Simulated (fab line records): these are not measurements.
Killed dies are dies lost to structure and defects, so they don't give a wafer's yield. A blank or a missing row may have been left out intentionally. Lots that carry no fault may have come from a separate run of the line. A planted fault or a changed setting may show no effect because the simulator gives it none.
Chamber matching -- flow n5Finfet -- N5_BEOL_M2_ETCH_64 on rieDiel-02: 4 sister chambers
The step etches SOC in N2/H2, target depth 75 nm, overetch 22.5 nm, time 121.9 s. 20 wafers are shown with their chamber, then 10 later ones without.

## WAFERS WITH THEIR CHAMBER
wafer,chamber,showerheadPlenumPTorr (Torr),throttleValvePct (%),oesProductAu (a.u.)
L076.3,1,2.59,17.42,0.67
L076.4,3,2.58,17.56,0.69
L076.6,0,2.44,18.09,0.55
L082.1,2,2.64,18.00,0.55
L082.4,3,2.57,17.57,0.68
L082.5,1,2.59,17.44,0.66
L083.1,0,2.44,18.10,0.54
L083.2,3,2.57,17.57,0.67
L083.5,2,2.64,18.01,0.55
L085.2,3,2.57,17.59,0.66
L085.4,1,2.58,17.46,0.65
L085.6,1,2.58,17.45,0.65
L086.1,1,2.58,17.47,0.64
L086.2,2,2.64,18.04,0.53
L086.4,3,2.57,17.59,0.66
L084.1,0,2.43,18.12,0.53
L084.5,1,2.58,17.47,0.64
L084.6,2,2.64,18.03,0.54
L089.3,3,2.56,17.60,0.66
L089.4,2,2.64,18.03,0.54

SIGNATURES (averages over the wafers above)
reading,chamber 0,chamber 1,chamber 2,chamber 3,scatter within a chamber
showerheadPlenumPTorr,2.4367,2.5833,2.6400,2.5700,0.005
throttleValvePct,18.1033,17.4517,18.0220,17.5800,0.017
oesProductAu,0.5400,0.6517,0.5420,0.6700,0.0111
Rule: distance of a wafer from a chamber = root of the sum over the readings of ((wafer's reading minus chamber's mean) / reading's scatter) squared. The wafer belongs to the nearest chamber; if the next one is less than 2 further off, it can't be placed. How the scatter is found: for the shown wafers, subtract from each reading the mean of its chamber, square and add these, divide the total by (wafers less chambers), then take the root.

## WAFERS WITHOUT THEIR CHAMBER
wafer,showerheadPlenumPTorr (Torr),throttleValvePct (%),oesProductAu (a.u.)
L089.5,2.43,18.13,0.53
L091.1,2.56,17.60,0.67
L091.3,2.63,18.04,0.53
L091.4,2.58,17.47,0.64
L094.4,2.56,17.60,0.65
L094.5,2.43,18.15,0.53
L094.6,2.56,17.61,0.64
L097.4,2.57,17.50,0.62
L097.5,2.42,18.16,0.52
L097.6,2.56,17.63,0.64

## EACH ONE'S CHAMBER
wafer,from the rows above,in truth
L089.5,0,0
L091.1,3,3
L091.3,2,2
L091.4,1,1
L094.4,3,3
L094.5,0,0
L094.6,3,3
L097.4,can't be placed: 1 or 3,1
L097.5,0,0
L097.6,3,3
Placed correctly: 9 of 10. Not placeable from these rows: 1 (in 1, the candidates include the true chamber). Wrongly placed: 0.
